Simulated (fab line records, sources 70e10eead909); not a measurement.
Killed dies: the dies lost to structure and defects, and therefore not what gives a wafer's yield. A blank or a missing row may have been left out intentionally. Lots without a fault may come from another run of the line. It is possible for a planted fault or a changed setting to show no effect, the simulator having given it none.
Which of the tools did it? ; flow nand_harc ; 13 lots, 39 wafers sampled, at 5 steps of a route of 1302

== WHAT THE GAUGES READ, wafer by wafer ==
NHARC_A_SLIT_INSPECT_11. Usual: raw_defect_count 59, standard deviation 37.
lot;measured;on;raw_defect_count;flag
L187;day 19 23:50;defect_inspect-02;96 123 106;
L188;day 19 21:12;defect_inspect-01;70 76 60;
L193;day 21 19:50;defect_inspect-02;22 26 17;
L195;day 23 11:16;defect_inspect-02;131 127 126;
L196;day 23 11:25;defect_inspect-01;42 47 38;
L198;day 24 08:51;defect_inspect-01;33 40 32;
L201;day 25 12:13;defect_inspect-02;15 18 17;
L203;day 26 23:02;defect_inspect-02;26 35 28;
L204;day 27 10:35;defect_inspect-01;24 32 27;
L206;day 27 19:51;defect_inspect-02;93 79 99;
L207;day 27 18:56;defect_inspect-02;23 20 28;
L205;day 27 18:29;defect_inspect-02;26 25 26;
L209;day 28 20:52;defect_inspect-01;60 52 42;

NHARC_END_SORT_01. Usual: killed_at_array 63, standard deviation 27; killed_at_other 0.7, standard deviation 1.2; killed_at_periphery 3.1, standard deviation 2; killed_dies 67, standard deviation 28; killed_open 3.0, standard deviation 1.9; killed_short 2.2, standard deviation 1.5.
lot;measured;on;killed_at_array;killed_at_other;killed_at_periphery;killed_dies;killed_open;killed_short;flag
L195;day 27 20:20;prober-02;138 675 113;1 1 0;5 1 2;144 677 115;2 1 0;5 1 3;OFF

== WHAT TOOL EACH LOT RAN ON (gives the tool, then ch and the chambers of the sampled wafers, and finally the start) ==
lot;NHARC_A_SGD_CUT_ETCH_16;NHARC_A_WL_FILL_ALD_02;NHARC_A_WL_FILL_ETCHBACK_26
L187;rie_diel-05 ch 2,3, day 19 23:50 or earlier;ald_metal-01 ch 0,2, day 20 14:31;rie_si-04 ch 1,3, day 21 07:11
L188;rie_diel-11 ch 0,2,3, day 19 21:12 or earlier;ald_metal-02 ch 2,3, day 20 10:46;rie_si-06 ch 0,1,3, day 21 03:23
L193;rie_diel-05 ch 0,3, day 21 19:50 or earlier;ald_metal-04 ch 0,2,3, day 22 09:28;rie_si-01 ch 1,2, day 23 04:01
L195;rie_diel-11 ch 1,3, day 23 11:16 or earlier;ald_metal-04 ch 0,1, day 24 00:49;rie_si-06 ch 0,1,2, day 24 17:22
L196;rie_diel-05 ch 0,3, day 23 11:25 or earlier;ald_metal-02 ch 1,2, day 24 05:21;rie_si-01 ch 0,1,3, day 24 23:43
L198;rie_diel-11 ch 1,2,3, day 24 08:51 or earlier;ald_metal-02 ch 0,3, day 24 22:26;rie_si-06 ch 0,1, day 25 15:03
L201;rie_diel-05 ch 0,2,3, day 25 12:13 or earlier;ald_metal-01 ch 0,1,3, day 26 01:41;rie_si-06 ch 0,1,3, day 26 21:56
L203;rie_diel-05 ch 0,1,3, day 26 23:02 or earlier;ald_metal-01 ch 1,2,3, day 27 12:52;rie_si-01 ch 2,3, day 28 08:02
L204;rie_diel-11 ch 0,2,3, day 27 10:35 or earlier;ald_metal-02 ch 0,2,3, day 28 01:40;rie_si-01 ch 0,1,3, day 28 20:36
L206;rie_diel-05 ch 0,2,3, day 27 19:51 or earlier;ald_metal-01 ch 0,3, day 28 11:50;rie_si-04 ch 0,2,3, day 29 07:07
L207;rie_diel-05 ch 1,3, day 27 18:56 or earlier;ald_metal-02 ch 0,2, day 28 08:04;rie_si-01 ch 0,1,2, day 29 00:40
L205;rie_diel-07 ch 0,3, day 27 18:29 or earlier;ald_metal-01 ch 0,1,3, day 28 08:05;rie_si-04 ch 0,2, day 29 00:40
L209;rie_diel-05 ch 0,1,3, day 28 20:52 or earlier;ald_metal-02 ch 0,3, day 29 10:23;rie_si-01 ch 1,2,3, day 30 02:50
- NHARC_A_SGD_CUT_ETCH_16: etches the open film in C4F8/O2/Ar, target depth 310.5 nm, time 155.2 s.
- NHARC_A_WL_FILL_ALD_02: deposits TiN, target thk 2 nm, pulse time 3 s, ald cycles 100.
- NHARC_A_WL_FILL_ETCHBACK_26: etches the open film in HBr, target depth 52 nm, time 13.3 s.

== AS READ BY THE TOOLS THEMSELVES (means over the sampled wafers that have a number; for cases with no such wafer, the mark the record gives instead) ==
NHARC_A_SGD_CUT_ETCH_16. Usual: oes_product_au 0.974 a.u., standard deviation 0.018; rf_vpp_V 726.6 V, standard deviation 2.9.
lot;tool;oes_product_au (a.u.);rf_vpp_V (V);flag
L187;rie_diel-05;0.956;727.6;
L188;rie_diel-11;0.962;727.0;
L193;rie_diel-05;0.982;728.0;
L195;rie_diel-11;0.972;721.5;
L196;rie_diel-05;0.981;728.7;
L198;rie_diel-11;0.975;723.8;
L201;rie_diel-05;0.984;728.5;
L203;rie_diel-05;0.985;726.4;
L204;rie_diel-11;0.991;726.3;
L206;rie_diel-05;0.993;727.7;
L207;rie_diel-05;0.984;723.8;
L205;rie_diel-07;0.948;729.7;
L209;rie_diel-05;0.981;725.7;

NHARC_A_WL_FILL_ALD_02. Usual: heater_power_outer_w 710 W, standard deviation 75; heater_power_w 1121 W, standard deviation 110; precursor_pulse_height_rel 1.001, standard deviation 0.021.
lot;tool;heater_power_outer_w (W);heater_power_w (W);precursor_pulse_height_rel;flag
L187;ald_metal-01;700;1159;1.026;
L188;ald_metal-02;691;1036;0.996;
L193;ald_metal-04;750;1171;1.009;
L195;ald_metal-04;752;1259;0.995;
L196;ald_metal-02;659;998;0.989;
L198;ald_metal-02;754;1125;0.981;
L201;ald_metal-01;676;1072;1.009;
L203;ald_metal-01;742;1140;0.990;
L204;ald_metal-02;688;1069;1.008;
L206;ald_metal-01;656;1062;0.994;
L207;ald_metal-02;650;1011;0.995;
L205;ald_metal-01;682;1084;1.022;
L209;ald_metal-02;701;1115;1.019;

NHARC_A_WL_FILL_ETCHBACK_26. Usual: drypump_motor_current_A 5.7 A, standard deviation 0.38; oes_product_au 1.001 a.u., standard deviation 0.014; throttle_valve_pct 23.265 %, standard deviation 0.0099.
lot;tool;drypump_motor_current_A (A);oes_product_au (a.u.);throttle_valve_pct (%);flag
L187;rie_si-04;5.8;0.984;23.275;
L188;rie_si-06;5.5;0.994;23.266;
L193;rie_si-01;5.3;1.005;23.259;
L195;rie_si-06;5.7;0.997;23.251;
L196;rie_si-01;5.7;1.005;23.252;
L198;rie_si-06;5.6;1.001;23.268;
L201;rie_si-06;5.5;1.001;23.266;
L203;rie_si-01;5.4;0.988;23.259;
L204;rie_si-01;5.7;0.999;23.255;
L206;rie_si-04;5.9;1.000;23.273;
L207;rie_si-01;5.4;1.005;23.268;
L205;rie_si-04;6.0;1.009;23.276;
L209;rie_si-01;5.5;1.004;23.267;

== THE ANSWER, worked out from the rows above alone ==
Rule: take the mean of a lot's wafers that have a number; if it is more than 3 standard deviations from the usual mean, the lot is off. A lot without any number at a reading at which 4 lots or more have one is off too. Where the step has rows for the other lots, those lots are counted as sound. Order of review: gauges by route order, followed by the tools' own readings, for which a lot's mean as printed above is used. At the first step where some lot is off, the reading lying furthest off is the one used; lots without a number count as furthest.
Off: L195, at NHARC_END_SORT_01 (killed_at_array). Neither off nor sound, because the step has no rows for them: L187, L188, L193, L196, L198, L201, L203, L204, L206, L207, L205, L209.
A tool fits if, at a process step before that reading, it ran every lot that is off, and no sound lot after the first of them. The gauges at NHARC_END_SORT_01 are tried like those tools. With no start given for some of its lots, NHARC_A_SGD_CUT_ETCH_16 uses the hours and lot order of NHARC_A_SLIT_INSPECT_11. Can't be told from this: 4 tools fit, rie_diel-11 at NHARC_A_SGD_CUT_ETCH_16, ald_metal-04 at NHARC_A_WL_FILL_ALD_02, rie_si-06 at NHARC_A_WL_FILL_ETCHBACK_26, prober-02 at NHARC_END_SORT_01.

== WHAT THE SIMULATOR HAD INSERTED ==
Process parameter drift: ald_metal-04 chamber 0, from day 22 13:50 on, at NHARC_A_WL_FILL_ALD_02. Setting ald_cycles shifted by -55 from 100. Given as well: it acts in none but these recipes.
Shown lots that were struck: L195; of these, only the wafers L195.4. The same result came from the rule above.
